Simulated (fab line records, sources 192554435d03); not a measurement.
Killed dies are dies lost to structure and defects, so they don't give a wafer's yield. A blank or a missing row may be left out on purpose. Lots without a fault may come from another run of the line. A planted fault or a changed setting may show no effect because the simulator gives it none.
fab line records | flow n5_finfet
record lots=24 wafers=72 last_day=19
route steps=1938 shown BEOL_M1@812
lots that met no fault: from a run of the same line without faults
start_h: hours from the record's first day to the start of the lot's first wafer shown | wait_h: hours since the lot's step before | " the same as in the row above | L1.1+2: a row that stands for several wafers | - no value, or no start given | * or withheld: withheld | < > ~ a bound
route shown NAME@n: a module of which the file shows steps, and the number in the route of the first | usual: mean/standard deviation of fault-free wafers | same: alike in all rows | chamber/n: place in a boat | sites: the reading at each site | _std_site: their standard deviation | _edge_site: outer sites' mean less inner sites' | radius_mm: how far each site lies from the wafer's centre | mask NAME#n: copy n | behind: the tool/chamber that last shaped the wafer | hold: why the lot was held/for how many hours/how that ended | device: the transistor (n, p or np) that didn't switch | end of line: the same wafers' tests at the end of the route | a step without rows: its recipe alone | killed: dies lost to structure and defects at the first sort, not the wafer's yield | map: a wafer's dies, x killed, . not, _ none there
set.NAME: the setting as run; set.NAME@STEP: as run at that earlier step | model.NAME: the simulator's own value behind a step, which no gauge read
steps of the route over a sample of lots; a table a step, a row a wafer
services: from which hour (start_h, from the record's first day; less than 0 if before it) a tool's chamber was out of use, for how many hours, and why
## steps
# step N5_BEOL_M1_SURFACE_TREAT_85
# recipe gas=Ar time_s=* ion_energy_ev=* ion_current_ma_cm2=0.5 pressure_mtorr=* ar_flow_sccm=30
# usual throttle_valve_pct=*
# columns lot.wafer tool chamber start_h wait_h throttle_valve_pct
L074.1 pvd_sputter-03 - 130.01 0.2 *
L074.5 " - " " *
L074.6 " - " " *
L075.2 pvd_sputter-02 - 138.98 0.1 *
L075.5 " - " " *
L075.6 " - " " *
L076.4 pvd_sputter-03 - 145.53 0.3 *
L076.5 " - " " *
L076.6 " - " " *
L078.4 pvd_sputter-02 - 157.15 0.2 *
L078.5 " - " " *
L078.6 " - " " *
L079.1 pvd_sputter-03 - 160.48 0.2 *
L079.3 " - " " *
L079.4 " - " " *
L077.1 pvd_sputter-01 - 163.82 0.3 *
L077.3 " - " " *
L077.6 " - " " *
L081.2 pvd_sputter-03 - 166.68 0.2 *
L081.3 " - " " *
L081.5 " - " " *
L080.3 pvd_sputter-01 - 166.77 0.2 *
L080.4 " - " " *
L080.5 " - " " *
L082.2 pvd_sputter-02 - 182.14 0.4 *
L082.3 " - " " *
L082.6 " - " " *
L083.3 pvd_sputter-02 - 183.08 0.3 *
L083.4 " - " " *
L083.5 " - " " *
L084.1 pvd_sputter-03 - 198.48 0.2 *
L084.4 " - " " *
L084.6 " - " " *
L085.1 pvd_sputter-02 - 204.71 1.0 *
L085.4 " - " " *
L085.6 " - " " *
L086.1 pvd_sputter-01 - 209.04 0.2 *
L086.2 " - " " *
L086.3 " - " " *
L087.1 pvd_sputter-01 - 231.05 0.2 *
L087.2 " - " " *
L087.4 " - " " *
L088.1 pvd_sputter-01 - 231.14 0.1 *
L088.3 " - " " *
L088.5 " - " " *
L090.1 pvd_sputter-01 - 234.25 0.2 *
L090.2 " - " " *
L090.6 " - " " *
L089.2 pvd_sputter-03 - 235.51 0.2 *
L089.3 " - " " *
L089.6 " - " " *
L091.2 pvd_sputter-01 - 237.58 0.1 *
L091.3 " - " " *
L091.4 " - " " *
L092.2 pvd_sputter-03 - 245.91 0.2 *
L092.4 " - " " *
L092.6 " - " " *
L093.1 pvd_sputter-03 - 247.95 0.3 *
L093.5 " - " " *
L093.6 " - " " *
L094.2 pvd_sputter-02 - 255.55 0.1 *
L094.3 " - " " *
L094.5 " - " " *
L095.1 pvd_sputter-03 - 267.55 0.1 *
L095.2 " - " " *
L095.4 " - " " *
L096.1 pvd_sputter-03 - 275.82 0.3 *
L096.3 " - " " *
L096.5 " - " " *
L097.1 pvd_sputter-01 - 278.86 0.2 *
L097.4 " - " " *
L097.5 " - " " *
# step N5_BEOL_M1_SPUTTER_48
# recipe material=Cu target_thk_a=45 temp_c=-20 chamber_pressure_pa=0.07 power_w=withheld time_s=8.29
# usual chamber_pressure_pa=0.07/0.00015 susceptor_temp_C=-20.01/0.1 throttle_valve_pct=30.3/0.72
# columns lot.wafer tool chamber start_h wait_h chamber_pressure_pa susceptor_temp_C throttle_valve_pct
L074.1 pvd_sputter-02 - 130.33 0.1 0.07019 -19.95 30.4
L074.5 " - " " 0.06995 -19.85 31.5
L074.6 " - " " 0.07007 -19.96 29.9
L075.2 pvd_sputter-01 - 139.20 0.1 0.06983 -20.04 30.9
L075.5 " - " " 0.07029 -19.92 31.0
L075.6 " - " " 0.06999 -20.15 29.2
L076.4 pvd_sputter-03 - 145.81 0.0 0.07006 -19.93 30.0
L076.5 " - " " 0.06999 -20.26 29.3
L076.6 " - " " 0.06996 -20.00 29.7
L078.4 pvd_sputter-02 - 157.45 0.0 0.07001 -19.98 29.9
L078.5 " - " " 0.07007 -20.02 30.1
L078.6 " - " " 0.06992 -19.99 31.8
L079.1 pvd_sputter-03 - 160.76 0.1 0.06999 -20.10 29.8
L079.3 " - " " 0.07002 -20.00 30.1
L079.4 " - " " 0.07032 -19.95 30.0
L077.1 pvd_sputter-02 - 164.10 0.1 0.07016 -20.02 31.4
L077.3 " - " " 0.07014 -19.87 30.5
L077.6 " - " " 0.0701 -20.09 31.6
L081.2 pvd_sputter-01 - 166.98 0.1 0.07004 -20.11 31.1
L081.3 " - " " 0.07015 -20.12 29.4
L081.5 " - " " 0.06991 -20.04 31.0
L080.3 pvd_sputter-02 - 167.10 0.1 0.07019 -19.90 30.3
L080.4 " - " " 0.06993 -20.02 29.8
L080.5 " - " " 0.06979 -20.13 30.4
L082.2 pvd_sputter-01 - 182.69 0.1 0.07041 -20.03 31.1
L082.3 " - " " 0.07001 -20.10 29.1
L082.6 " - " " 0.07007 -20.00 31.1
L083.3 pvd_sputter-02 - 183.32 0.1 0.06987 -20.04 31.2
L083.4 " - " " 0.0702 -20.03 29.8
L083.5 " - " " 0.06998 -19.95 30.5
L084.1 pvd_sputter-03 - 198.82 0.1 0.06993 -20.10 29.4
L084.4 " - " " 0.06995 -19.96 30.5
L084.6 " - " " 0.07017 -20.05 29.1
L085.1 pvd_sputter-02 - 206.75 1.7 0.06978 -20.11 30.3
L085.4 " - " " 0.06997 -20.04 29.7
L085.6 " - " " 0.06989 -19.90 29.8
L086.1 pvd_sputter-01 - 209.42 0.2 0.07001 -19.93 31.0
L086.2 " - " " 0.06991 -20.07 29.4
L086.3 " - " " 0.06973 -20.15 29.9
L087.1 pvd_sputter-01 - 231.28 0.1 0.07017 -19.96 29.3
L087.2 " - " " 0.07013 -19.96 30.7
L087.4 " - " " 0.06997 -20.07 30.8
L088.1 pvd_sputter-03 - 232.91 1.6 0.07022 -19.78 29.5
L088.3 " - " " 0.06994 -19.94 30.3
L088.5 " - " " 0.06999 -19.87 29.7
L090.1 pvd_sputter-01 - 234.55 0.2 0.06996 -20.07 30.1
L090.2 " - " " 0.06997 -19.84 30.7
L090.6 " - " " 0.07009 -19.95 31.4
L089.2 pvd_sputter-02 - 235.79 0.1 0.07024 -20.01 30.1
L089.3 " - " " 0.07008 -19.91 30.0
L089.6 " - " " 0.07004 -20.05 29.7
L091.2 pvd_sputter-02 - 237.87 0.1 0.07002 -20.22 30.1
L091.3 " - " " 0.06987 -19.91 31.7
L091.4 " - " " 0.07028 -20.04 30.6
L092.2 pvd_sputter-02 - 246.19 0.1 0.0702 -20.12 30.0
L092.4 " - " " 0.06974 -19.85 30.0
L092.6 " - " " 0.06975 -19.86 30.2
L093.1 pvd_sputter-02 - 248.21 0.1 0.0699 -20.11 30.0
L093.5 " - " " 0.06994 -20.05 31.6
L093.6 " - " " 0.06987 -19.91 30.0
L094.2 pvd_sputter-01 - 256.28 0.5 0.0699 -19.94 31.1
L094.3 " - " " 0.06991 -19.91 29.3
L094.5 " - " " 0.06987 -20.03 30.8
L095.1 pvd_sputter-02 - 267.81 0.1 0.07012 -20.04 29.9
L095.2 " - " " 0.06999 -20.19 30.6
L095.4 " - " " 0.07 -20.04 30.2
L096.1 pvd_sputter-03 - 276.14 0.2 0.07042 -19.82 29.8
L096.3 " - " " 0.06994 -19.95 30.4
L096.5 " - " " 0.06991 -20.07 29.8
L097.1 pvd_sputter-03 - 280.99 1.9 0.0701 -19.89 29.5
L097.4 " - " " 0.07009 -20.12 30.0
L097.5 " - " " 0.06987 -20.05 30.1
# step N5_BEOL_M1_SPUTTER_79
# recipe material=Cu target_thk_a=45 temp_c=-20 chamber_pressure_pa=0.07 power_w=withheld time_s=8.29
# usual chamber_pressure_pa=0.06999/0.00014 susceptor_temp_C=-19.99/0.11 throttle_valve_pct=30.3/0.72
# columns lot.wafer tool chamber start_h wait_h chamber_pressure_pa susceptor_temp_C throttle_valve_pct
L074.1 pvd_sputter-02 - 130.55 0.1 0.06977 -19.95 30.5
L074.5 " - " " 0.0698 -19.94 31.5
L074.6 " - " " 0.06989 -20.07 29.9
L075.2 pvd_sputter-01 - 139.42 0.1 0.06995 -19.96 31.3
L075.5 " - " " 0.06983 -20.01 30.8
L075.6 " - " " 0.06987 -20.17 29.2
L076.4 pvd_sputter-03 - 146.03 0.1 0.07002 -20.01 29.9
L076.5 " - " " 0.07016 -20.06 29.4
L076.6 " - " " 0.06987 -19.93 29.6
L078.4 pvd_sputter-02 - 157.67 0.1 0.07021 -20.15 29.9
L078.5 " - " " 0.06999 -20.06 30.0
L078.6 " - " " 0.07024 -19.99 31.7
L079.1 pvd_sputter-03 - 160.98 0.1 0.06986 -20.07 29.7
L079.3 " - " " 0.06997 -19.96 30.5
L079.4 " - " " 0.07009 -19.78 29.9
L077.1 pvd_sputter-02 - 164.32 0.1 0.06993 -19.85 31.7
L077.3 " - " " 0.07017 -20.11 30.6
L077.6 " - " " 0.06993 -20.10 31.8
L081.2 pvd_sputter-01 - 167.23 0.1 0.07022 -20.03 30.9
L081.3 " - " " 0.07001 -19.76 29.4
L081.5 " - " " 0.06999 -20.00 30.9
L080.3 pvd_sputter-02 - 167.32 0.1 0.07005 -20.00 29.9
L080.4 " - " " 0.06986 -19.95 30.0
L080.5 " - " " 0.07004 -19.94 30.7
L082.2 pvd_sputter-01 - 182.94 0.1 0.06988 -20.03 30.8
L082.3 " - " " 0.07016 -19.87 29.0
L082.6 " - " " 0.07014 -19.96 30.8
L083.3 pvd_sputter-02 - 183.54 0.1 0.06991 -19.90 31.6
L083.4 " - " " 0.07018 -20.07 29.9
L083.5 " - " " 0.06994 -20.00 30.3
L084.1 pvd_sputter-03 - 199.04 0.1 0.06974 -20.01 29.5
L084.4 " - " " 0.06958 -19.84 30.3
L084.6 " - " " 0.0701 -20.04 29.5
L085.1 pvd_sputter-02 - 206.97 0.1 0.07002 -20.13 30.0
L085.4 " - " " 0.06981 -20.04 29.8
L085.6 " - " " 0.06992 -19.94 29.8
L086.1 pvd_sputter-01 - 209.67 0.1 0.0702 -19.92 31.1
L086.2 " - " " 0.07015 -19.87 29.5
L086.3 " - " " 0.07012 -19.91 30.2
L087.1 pvd_sputter-01 - 231.53 0.1 0.07001 -19.81 29.1
L087.2 " - " " 0.07005 -19.90 31.1
L087.4 " - " " 0.06998 -19.93 31.1
L088.1 pvd_sputter-03 - 233.13 0.1 0.06986 -19.96 30.0
L088.3 " - " " 0.07001 -20.07 30.2
L088.5 " - " " 0.06972 -19.99 29.6
L090.1 pvd_sputter-01 - 234.79 0.1 0.07006 -20.00 30.1
L090.2 " - " " 0.06993 -20.19 30.9
L090.6 " - " " 0.07014 -20.04 30.8
L089.2 pvd_sputter-02 - 236.01 0.1 0.06996 -20.07 29.9
L089.3 " - " " 0.06982 -20.04 29.9
L089.6 " - " " 0.06983 -19.95 29.7
L091.2 pvd_sputter-02 - 238.09 0.1 0.07014 -19.86 29.9
L091.3 " - " " 0.07033 -19.92 31.6
L091.4 " - " " 0.07006 -19.95 30.6
L092.2 pvd_sputter-02 - 246.41 0.1 0.06979 -19.86 29.7
L092.4 " - " " 0.07015 -19.95 30.2
L092.6 " - " " 0.06996 -19.91 29.9
L093.1 pvd_sputter-02 - 248.43 0.1 0.07007 -20.07 29.9
L093.5 " - " " 0.06974 -20.15 31.3
L093.6 " - " " 0.06979 -20.09 29.8
L094.2 pvd_sputter-01 - 256.53 0.1 0.06987 -19.68 30.8
L094.3 " - " " 0.06997 -19.99 29.2
L094.5 " - " " 0.07015 -19.82 31.1
L095.1 pvd_sputter-02 - 268.03 0.1 0.06994 -20.06 29.8
L095.2 " - " " 0.07011 -19.76 30.7
L095.4 " - " " 0.06992 -20.03 30.2
L096.1 pvd_sputter-03 - 276.36 0.1 0.07008 -20.09 29.7
L096.3 " - " " 0.07001 -19.94 30.4
L096.5 " - " " 0.07022 -20.03 29.9
L097.1 pvd_sputter-03 - 281.21 0.1 0.06996 -19.99 29.4
L097.4 " - " " 0.06988 -20.02 29.9
L097.5 " - " " 0.06986 -19.90 30.1
# step N5_BEOL_M1_SPUTTER_81
# recipe material=Cu target_thk_a=45 temp_c=-20 chamber_pressure_pa=0.07 power_w=withheld time_s=8.29
# usual chamber_pressure_pa=0.06998/0.00014 susceptor_temp_C=-20.00/0.11 throttle_valve_pct=30.3/0.74
# columns lot.wafer tool chamber start_h wait_h chamber_pressure_pa susceptor_temp_C throttle_valve_pct
L074.1 pvd_sputter-02 - 130.77 0.1 0.07 -19.91 30.5
L074.5 " - " " 0.06992 -19.98 31.5
L074.6 " - " " 0.06995 -19.97 29.8
L075.2 pvd_sputter-01 - 139.64 0.1 0.06998 -20.16 30.9
L075.5 " - " " 0.06998 -20.07 30.7
L075.6 " - " " 0.06984 -19.97 29.2
L076.4 pvd_sputter-03 - 146.25 0.1 0.07 -19.93 30.1
L076.5 " - " " 0.06998 -19.97 29.0
L076.6 " - " " 0.07015 -20.03 30.0
L078.4 pvd_sputter-02 - 157.89 0.1 0.06995 -19.84 30.0
L078.5 " - " " 0.06994 -20.05 30.0
L078.6 " - " " 0.06976 -20.09 31.4
L079.1 pvd_sputter-03 - 161.20 0.1 0.06984 -20.00 29.7
L079.3 " - " " 0.07007 -19.89 30.1
L079.4 " - " " 0.07002 -20.21 29.8
L077.1 pvd_sputter-02 - 164.54 0.1 0.07026 -19.98 31.5
L077.3 " - " " 0.07005 -20.00 30.4
L077.6 " - " " 0.06966 -19.84 31.6
L081.2 pvd_sputter-01 - 167.48 0.1 0.07008 -19.84 30.9
L081.3 " - " " 0.07013 -19.92 28.9
L081.5 " - " " 0.07003 -20.07 31.1
L080.3 pvd_sputter-02 - 167.54 0.1 0.0699 -20.11 29.7
L080.4 " - " " 0.06991 -19.94 29.9
L080.5 " - " " 0.07005 -19.80 30.7
L082.2 pvd_sputter-01 - 183.19 0.1 0.07002 -19.92 30.9
L082.3 " - " " 0.06965 -19.95 29.5
L082.6 " - " " 0.06975 -19.92 31.1
L083.3 pvd_sputter-02 - 183.76 0.1 0.0699 -20.05 31.6
L083.4 " - " " 0.06977 -20.13 29.9
L083.5 " - " " 0.06991 -19.92 30.3
L084.1 pvd_sputter-03 - 199.26 0.1 0.06988 -20.14 29.3
L084.4 " - " " 0.07018 -20.08 30.3
L084.6 " - " " 0.07011 -20.18 29.3
L085.1 pvd_sputter-02 - 207.19 0.1 0.07002 -19.86 30.1
L085.4 " - " " 0.06987 -20.07 29.8
L085.6 " - " " 0.06971 -20.02 30.0
L086.1 pvd_sputter-01 - 209.92 0.1 0.06979 -20.05 31.2
L086.2 " - " " 0.07015 -19.98 29.4
L086.3 " - " " 0.06996 -19.95 29.8
L087.1 pvd_sputter-01 - 231.78 0.1 0.06992 -19.95 29.1
L087.2 " - " " 0.07027 -19.98 31.0
L087.4 " - " " 0.06994 -20.02 30.8
L088.1 pvd_sputter-03 - 233.35 0.1 0.06991 -19.91 29.8
L088.3 " - " " 0.07 -19.83 30.3
L088.5 " - " " 0.06972 -19.97 29.9
L090.1 pvd_sputter-01 - 235.04 0.1 0.07009 -20.11 29.9
L090.2 " - " " 0.06974 -20.00 31.0
L090.6 " - " " 0.07 -20.08 30.9
L089.2 pvd_sputter-02 - 236.23 0.1 0.06973 -20.04 29.5
L089.3 " - " " 0.07003 -19.93 30.0
L089.6 " - " " 0.07009 -20.10 29.6
L091.2 pvd_sputter-02 - 238.31 0.1 0.06997 -20.03 30.0
L091.3 " - " " 0.07002 -20.07 31.7
L091.4 " - " " 0.06981 -20.12 30.7
L092.2 pvd_sputter-02 - 246.63 0.1 0.06985 -19.88 29.8
L092.4 " - " " 0.07009 -20.01 29.9
L092.6 " - " " 0.06985 -19.95 30.3
L093.1 pvd_sputter-02 - 248.65 0.1 0.0701 -19.74 29.7
L093.5 " - " " 0.07015 -19.98 31.7
L093.6 " - " " 0.07 -19.74 30.0
L094.2 pvd_sputter-01 - 256.78 0.1 0.07003 -19.98 30.9
L094.3 " - " " 0.06986 -19.83 29.4
L094.5 " - " " 0.07013 -19.98 30.9
L095.1 pvd_sputter-02 - 268.25 0.1 0.06993 -20.10 30.0
L095.2 " - " " 0.07011 -19.95 30.6
L095.4 " - " " 0.07012 -20.16 30.1
L096.1 pvd_sputter-03 - 276.58 0.1 0.07021 -19.95 29.8
L096.3 " - " " 0.07005 -19.85 30.2
L096.5 " - " " 0.07007 -19.79 29.8
L097.1 pvd_sputter-03 - 281.43 0.1 0.07032 -19.94 29.4
L097.4 " - " " 0.07013 -20.07 29.8
L097.5 " - " " 0.06997 -20.00 30.0
# step N5_BEOL_M1_ANNEAL_87
# recipe temp_c=400 time_s=240 ambient=vacuum
# usual heater_power_w=828/89 susceptor_temp_C=400.02/0.22
# columns lot.wafer tool chamber start_h wait_h heater_power_w susceptor_temp_C
L074.1 pvd_sputter-02 - 131.07 0.0 717 399.94
L074.5 " - " " 852 399.94
L074.6 " - " " 740 399.88
L075.2 pvd_sputter-01 - 139.94 0.0 839 400.15
L075.5 " - " " 889 399.88
L075.6 " - " " 765 400.04
L076.4 pvd_sputter-03 - 146.55 0.0 801 399.63
L076.5 " - " " 831 400.13
L076.6 " - " " 801 399.98
L078.4 pvd_sputter-02 - 158.19 0.0 710 399.89
L078.5 " - " " 735 399.57
L078.6 " - " " 853 400.27
L079.1 pvd_sputter-03 - 161.50 0.0 794 400.06
L079.3 " - " " 802 399.60
L079.4 " - " " 767 400.35
L077.1 pvd_sputter-02 - 164.84 0.0 851 400.21
L077.3 " - " " 706 399.72
L077.6 " - " " 813 400.06
L081.2 pvd_sputter-01 - 167.82 0.0 900 399.80
L081.3 " - " " 759 400.40
L081.5 " - " " 815 400.15
L080.3 pvd_sputter-02 - 167.84 0.0 725 400.09
L080.4 " - " " 934 399.86
L080.5 " - " " 694 400.30
L082.2 pvd_sputter-01 - 183.53 0.0 809 400.19
L082.3 " - " " 769 400.02
L082.6 " - " " 813 399.97
L083.3 pvd_sputter-02 - 184.06 0.0 863 400.20
L083.4 " - " " 725 400.06
L083.5 " - " " 723 400.21
L084.1 pvd_sputter-03 - 199.56 0.0 852 400.22
L084.4 " - " " 782 399.96
L084.6 " - " " 853 400.39
L085.1 pvd_sputter-02 - 207.49 0.0 714 400.10
L085.4 " - " " 926 400.46
L085.6 " - " " 944 400.46
L086.1 pvd_sputter-01 - 210.25 0.0 811 399.88
L086.2 " - " " 766 400.19
L086.3 " - " " 1029 399.97
L087.1 pvd_sputter-01 - 232.12 0.0 759 400.07
L087.2 " - " " 899 399.77
L087.4 " - " " 824 400.25
L088.1 pvd_sputter-03 - 233.65 0.0 805 400.33
L088.3 " - " " 783 399.69
L088.5 " - " " 781 400.33
L090.1 pvd_sputter-01 - 235.38 0.0 1058 399.90
L090.2 " - " " 894 399.98
L090.6 " - " " 807 399.99
L089.2 pvd_sputter-02 - 236.53 0.0 909 400.00
L089.3 " - " " 698 400.41
L089.6 " - " " 930 399.93
L091.2 pvd_sputter-02 - 238.61 0.0 700 400.24
L091.3 " - " " 849 399.91
L091.4 " - " " 694 400.17
L092.2 pvd_sputter-02 - 246.93 0.0 955 400.42
L092.4 " - " " 718 400.41
L092.6 " - " " 711 400.05
L093.1 pvd_sputter-02 - 248.95 0.0 934 399.63
L093.5 " - " " 866 400.24
L093.6 " - " " 721 399.72
L094.2 pvd_sputter-01 - 257.11 0.0 805 399.85
L094.3 " - " " 757 399.53
L094.5 " - " " 847 400.02
L095.1 pvd_sputter-02 - 268.55 0.0 909 400.04
L095.2 " - " " 718 400.07
L095.4 " - " " 728 400.23
L096.1 pvd_sputter-03 - 276.88 0.0 809 400.12
L096.3 " - " " 828 399.62
L096.5 " - " " 787 399.82
L097.1 pvd_sputter-03 - 281.73 0.0 832 400.30
L097.4 " - " " 801 400.03
L097.5 " - " " 807 399.94
# step N5_BEOL_M1_SPUTTER_90
# recipe material=Cu target_thk_a=45 temp_c=-20 chamber_pressure_pa=0.07 power_w=withheld time_s=8.29
# usual chamber_pressure_pa=0.07/0.00015 susceptor_temp_C=-20.01/0.1 throttle_valve_pct=30.3/0.76
# columns lot.wafer tool chamber start_h wait_h chamber_pressure_pa susceptor_temp_C throttle_valve_pct
L074.1 pvd_sputter-02 - 131.43 0.1 0.06981 -20.05 30.3
L074.5 " - " " 0.07028 -20.04 31.5
L074.6 " - " " 0.07014 -19.96 29.9
L075.2 pvd_sputter-01 - 140.30 0.1 0.07013 -20.08 31.0
L075.5 " - " " 0.07009 -20.14 30.9
L075.6 " - " " 0.06991 -20.01 29.1
L076.4 pvd_sputter-03 - 146.91 0.1 0.07018 -19.96 29.9
L076.5 " - " " 0.07044 -19.91 29.1
L076.6 " - " " 0.07001 -20.03 29.9
L078.4 pvd_sputter-02 - 158.55 0.1 0.06974 -20.14 30.0
L078.5 " - " " 0.06991 -19.89 29.9
L078.6 " - " " 0.06979 -20.01 31.6
L079.1 pvd_sputter-03 - 161.86 0.1 0.07003 -20.27 29.6
L079.3 " - " " 0.06979 -20.01 30.5
L079.4 " - " " 0.07 -19.96 29.6
L077.1 pvd_sputter-02 - 165.20 0.1 0.06992 -19.86 31.7
L077.3 " - " " 0.06979 -19.93 30.4
L077.6 " - " " 0.06998 -19.81 31.3
L080.3 pvd_sputter-02 - 168.20 0.1 0.06978 -19.83 30.1
L080.4 " - " " 0.0703 -20.06 29.7
L080.5 " - " " 0.06986 -19.90 30.4
L081.2 pvd_sputter-01 - 168.22 0.1 0.06992 -19.86 30.6
L081.3 " - " " 0.07023 -19.90 29.0
L081.5 " - " " 0.06988 -20.13 31.0
L082.2 pvd_sputter-01 - 183.93 0.1 0.07009 -19.99 31.0
L082.3 " - " " 0.07015 -20.12 29.3
L082.6 " - " " 0.06997 -19.96 31.1
L083.3 pvd_sputter-02 - 184.42 0.1 0.06993 -19.93 31.6
L083.4 " - " " 0.06999 -20.08 30.0
L083.5 " - " " 0.07 -19.77 30.7
L084.1 pvd_sputter-03 - 199.92 0.1 0.06991 -19.97 29.3
L084.4 " - " " 0.06999 -19.98 30.2
L084.6 " - " " 0.06994 -19.98 29.2
L085.1 pvd_sputter-02 - 207.85 0.1 0.06985 -20.00 30.0
L085.4 " - " " 0.07002 -20.19 29.8
L085.6 " - " " 0.07013 -19.89 29.9
L086.1 pvd_sputter-01 - 210.66 0.1 0.0703 -19.98 31.0
L086.2 " - " " 0.06988 -19.90 29.4
L086.3 " - " " 0.06973 -20.20 29.9
L087.1 pvd_sputter-01 - 232.52 0.1 0.06993 -20.09 29.1
L087.2 " - " " 0.0702 -20.08 31.0
L087.4 " - " " 0.06997 -20.01 31.1
L088.1 pvd_sputter-03 - 234.01 0.1 0.0697 -20.10 29.8
L088.3 " - " " 0.06983 -20.04 30.3
L088.5 " - " " 0.07004 -20.15 29.8
L090.1 pvd_sputter-01 - 235.78 0.1 0.07011 -19.86 30.1
L090.2 " - " " 0.06988 -19.95 31.0
L090.6 " - " " 0.06983 -19.91 31.0
L089.2 pvd_sputter-02 - 236.89 0.1 0.06976 -20.04 30.0
L089.3 " - " " 0.06993 -19.93 30.0
L089.6 " - " " 0.06977 -20.15 29.9
L091.2 pvd_sputter-02 - 238.97 0.1 0.07018 -20.15 29.9
L091.3 " - " " 0.07012 -20.05 31.7
L091.4 " - " " 0.07004 -19.86 30.6
L092.2 pvd_sputter-02 - 247.29 0.1 0.06997 -19.94 29.7
L092.4 " - " " 0.06989 -20.03 29.8
L092.6 " - " " 0.06994 -20.14 30.1
L093.1 pvd_sputter-02 - 249.31 0.1 0.07023 -19.92 29.8
L093.5 " - " " 0.06999 -20.16 31.8
L093.6 " - " " 0.07004 -20.05 30.0
L094.2 pvd_sputter-01 - 257.52 0.1 0.06972 -19.84 31.2
L094.3 " - " " 0.07015 -19.95 29.1
L094.5 " - " " 0.0697 -20.10 31.2
L095.1 pvd_sputter-02 - 268.91 0.1 0.07019 -20.06 29.5
L095.2 " - " " 0.07018 -20.07 30.8
L095.4 " - " " 0.0698 -19.93 30.0
L096.1 pvd_sputter-03 - 277.24 0.1 0.07011 -20.11 29.8
L096.3 " - " " 0.07013 -20.06 30.3
L096.5 " - " " 0.06995 -19.99 29.7
L097.1 pvd_sputter-03 - 282.09 0.1 0.06997 -19.94 29.0
L097.4 " - " " 0.07012 -19.67 29.8
L097.5 " - " " 0.06975 -20.16 30.4
## services
# columns tool chamber start_h hours kind
pvd_sputter-02 - 146.23 1.1 repair
## key
fault none
